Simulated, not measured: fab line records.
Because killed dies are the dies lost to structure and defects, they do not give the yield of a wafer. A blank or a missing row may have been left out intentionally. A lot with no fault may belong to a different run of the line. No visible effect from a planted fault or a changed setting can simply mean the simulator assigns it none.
Which tool was responsible?    flow nand harc    Sampling: 11 lots, 33 wafers, 6 of 1302 route steps

== WHAT EACH GAUGE READ, for each wafer ==
NHARC_A_ONON_D2_THK_MEAS_27: measures by ellipsometry.
lot   measured      on             thk nm (nm)
L731  day 14 02:43  film metro-02  986 987 987
L732  day 14 17:53  film metro-02  995 997 994
L739  day 17 20:21  film metro-01  1003 1001 1002
L740  day 17 20:25  film metro-01  994 993 994
L743  day 19 00:01  film metro-01  987 990 990
L746  day 20 06:13  film metro-02  1007 1008 1009
L747  day 20 23:35  film metro-02  1005 1007 1004
L748  day 21 08:28  film metro-01  991 991 991
L749  day 21 16:13  film metro-02  989 990 991
L750  day 22 04:41  film metro-01  991 989 988
L751  day 22 17:16  film metro-01  1018 1017 1018

NHARC_A_CHANNEL_HOLE_D2_INSPECT_40.
lot   measured      on                 raw defect count
L731  day 14 13:28  defect inspect-02  206 168 167
L732  day 15 05:15  defect inspect-01  169 267 395
L739  day 18 10:16  defect inspect-01  389 297 251
L740  day 18 12:11  defect inspect-02  696 772 725
L743  day 19 14:05  defect inspect-01  596 703 853
L746  day 21 00:38  defect inspect-01  213 172 225
L747  day 21 15:23  defect inspect-01  222 212 346
L748  day 21 22:29  defect inspect-01  275 258 300
L749  day 22 06:52  defect inspect-01  235 310 236
L750  day 22 15:50  defect inspect-02  199 286 240
L751  day 23 05:18  defect inspect-02  229 228 311

NHARC_END_SORT_01.
lot   measured      on         killed at array  killed at other  killed at periphery  killed dies  killed open  killed short
L740  day 29 11:12  prober-02  61 76 60         0 0 0            3 1 3                64 77 63     2 0 4        2 0 2
L743  day 30 01:19  prober-02  71 79 80         0 0 1            9 2 1                80 81 82     4 2 3        5 2 3

== EACH LOT AND THE TOOL THAT RAN IT (in order: tool; ch and the chambers of the sampled wafers; start) ==
lot   NHARC_A_CHANNEL_HOLE_D2_DESCUM_15   NHARC_A_CHANNEL_HOLE_D2_ETCH_19   NHARC_A_CHANNEL_HOLE_D2_ETCH_20
L731  rie diel-07 ch 1,2,3, day 14 06:37  har etch-01 ch 0,1, day 14 07:47  har etch-01 ch 0,1, day 14 07:54
L732  rie diel-03 ch 1,2,3, day 14 22:25  har etch-01 ch 0,1, day 14 23:35  har etch-01 ch 0,1, day 14 23:44
L739  rie diel-08 ch 0,2,3, day 18 03:25  har etch-02 ch 0,1, day 18 04:34  har etch-02 ch 0,1, day 18 04:41
L740  rie diel-03 ch 0,3, day 18 03:34    har etch-01 ch 0,1, day 18 06:32  har etch-01 ch 0,1, day 18 06:43
L743  rie diel-03 ch 0,1,3, day 19 07:04  har etch-01 ch 0,1, day 19 08:15  har etch-01 ch 0,1, day 19 08:24
L746  rie diel-03 ch 0,1, day 20 15:08    har etch-02 ch 0,1, day 20 18:57  har etch-02 ch 0,1, day 20 19:04
L747  rie diel-07 ch 1,2,3, day 21 08:29  har etch-02 ch 0,1, day 21 09:40  har etch-02 ch 0,1, day 21 09:47
L748  rie diel-07 ch 0,2,3, day 21 15:37  har etch-01 ch 0,1, day 21 16:47  har etch-01 ch 0,1, day 21 16:53
L749  rie diel-08 ch 0,1,2, day 21 23:11  har etch-01 ch 0,1, day 22 01:07  har etch-01 ch 0,1, day 22 01:14
L750  rie diel-07 ch 1,2,3, day 22 08:58  har etch-01 ch 0,1, day 22 10:08  har etch-01 ch 0,1, day 22 10:14
L751  rie diel-08 ch 0,3, day 22 22:16    har etch-01 ch 0,1, day 22 23:35  har etch-01 ch 0,1, day 22 23:42
- NHARC_A_CHANNEL_HOLE_D2_DESCUM_15: chemistry O2, time 3 s.
- NHARC_A_CHANNEL_HOLE_D2_ETCH_19: etches the open film in C4F8/O2/Ar, time 34.5 s.
- NHARC_A_CHANNEL_HOLE_D2_ETCH_20: etches the open film in C4F8/O2/Ar, time 361.9 s, target depth 1600 nm.

== WHAT THE TOOLS THEMSELVES READ (means of the sampled wafers that have a number; where no wafer has one, the mark that the record gives instead) ==
NHARC_A_CHANNEL_HOLE_D2_DESCUM_15.
lot   tool         drypump motor current A (A)  oes product au (a.u.)  rf vpp V (V)  showerhead plenum p Torr (Torr)  throttle valve pct (%)
L731  rie diel-07  5.6                          0.999                  58.6          2.04                             11.310
L732  rie diel-03  5.8                          0.992                  58.3          1.91                             11.313
L739  rie diel-08  6.1                          0.997                  58.2          1.85                             11.311
L740  rie diel-03  5.4                          1.002                  57.7          1.94                             11.303
L743  rie diel-03  5.7                          1.000                  58.1          1.89                             11.307
L746  rie diel-03  5.2                          0.983                  57.1          1.88                             11.300
L747  rie diel-07  5.6                          1.009                  58.9          2.04                             11.308
L748  rie diel-07  5.6                          1.003                  58.7          2.01                             11.308
L749  rie diel-08  5.8                          0.997                  58.2          1.85                             11.314
L750  rie diel-07  5.6                          1.003                  57.4          2.04                             11.320
L751  rie diel-08  6.0                          1.001                  57.5          1.92                             11.298

NHARC_A_CHANNEL_HOLE_D2_ETCH_19.
lot   tool         drypump motor current A (A)  showerhead plenum p Torr (Torr)  throttle valve pct (%)
L731  har etch-01  6.3                          3.69                             37.041
L732  har etch-01  6.1                          3.66                             37.036
L739  har etch-02  5.3                          3.98                             37.036
L740  har etch-01  6.1                          3.63                             37.045
L743  har etch-01  6.1                          3.62                             37.038
L746  har etch-02  5.3                          3.96                             37.038
L747  har etch-02  5.6                          3.95                             37.037
L748  har etch-01  6.2                          3.63                             37.044
L749  har etch-01  6.3                          3.63                             37.043
L750  har etch-01  6.1                          3.59                             37.036
L751  har etch-01  6.3                          3.62                             37.037

NHARC_A_CHANNEL_HOLE_D2_ETCH_20.
lot   tool         drypump motor current A (A)  showerhead plenum p Torr (Torr)  throttle valve pct (%)
L731  har etch-01  6.3                          3.66                             32.154
L732  har etch-01  6.1                          3.61                             32.160
L739  har etch-02  5.3                          3.93                             32.163
L740  har etch-01  6.1                          3.59                             32.158
L743  har etch-01  6.2                          3.58                             32.143
L746  har etch-02  5.3                          3.91                             32.156
L747  har etch-02  5.6                          3.90                             32.157
L748  har etch-01  6.3                          3.60                             32.151
L749  har etch-01  6.3                          3.59                             32.161
L750  har etch-01  6.2                          3.55                             32.160
L751  har etch-01  6.3                          3.59                             32.147

== THE ANSWER, worked out from the rows above alone ==
Rule: what is usual is taken from the lots themselves. The widest of any qualifying gaps counts: lots, ordered by their means at a reading, are off when they make up no more than a third of the lots, leave a main group of 4 or more, and stand apart from it by 3 or more times the standard deviation of that group's means. The tables above print the reading to a certain number of digits; a main group whose means all agree to those digits is not used. A lot without any number at a reading at which 4 lots or more have one is off too. Where the step has rows for the other lots, those lots are counted as sound. The gauges are gone through in route order, then the tools' own readings, and for those a lot's mean is taken as printed above. At the first step where some lot is off, the reading lying furthest off is the one used; lots without a number count as furthest.
Off at NHARC_A_CHANNEL_HOLE_D2_INSPECT_40 (raw defect count): L740, L743. The main group has a mean of 252 with a standard deviation of 38.
A tool fits if, at a process step before that reading, it ran every lot that is off, and no sound lot after the first of them. Gauges at NHARC_A_CHANNEL_HOLE_D2_INSPECT_40: tried the same way as those tools. None of those tried fits.

== WHAT THE SIMULATOR PUT IN ==
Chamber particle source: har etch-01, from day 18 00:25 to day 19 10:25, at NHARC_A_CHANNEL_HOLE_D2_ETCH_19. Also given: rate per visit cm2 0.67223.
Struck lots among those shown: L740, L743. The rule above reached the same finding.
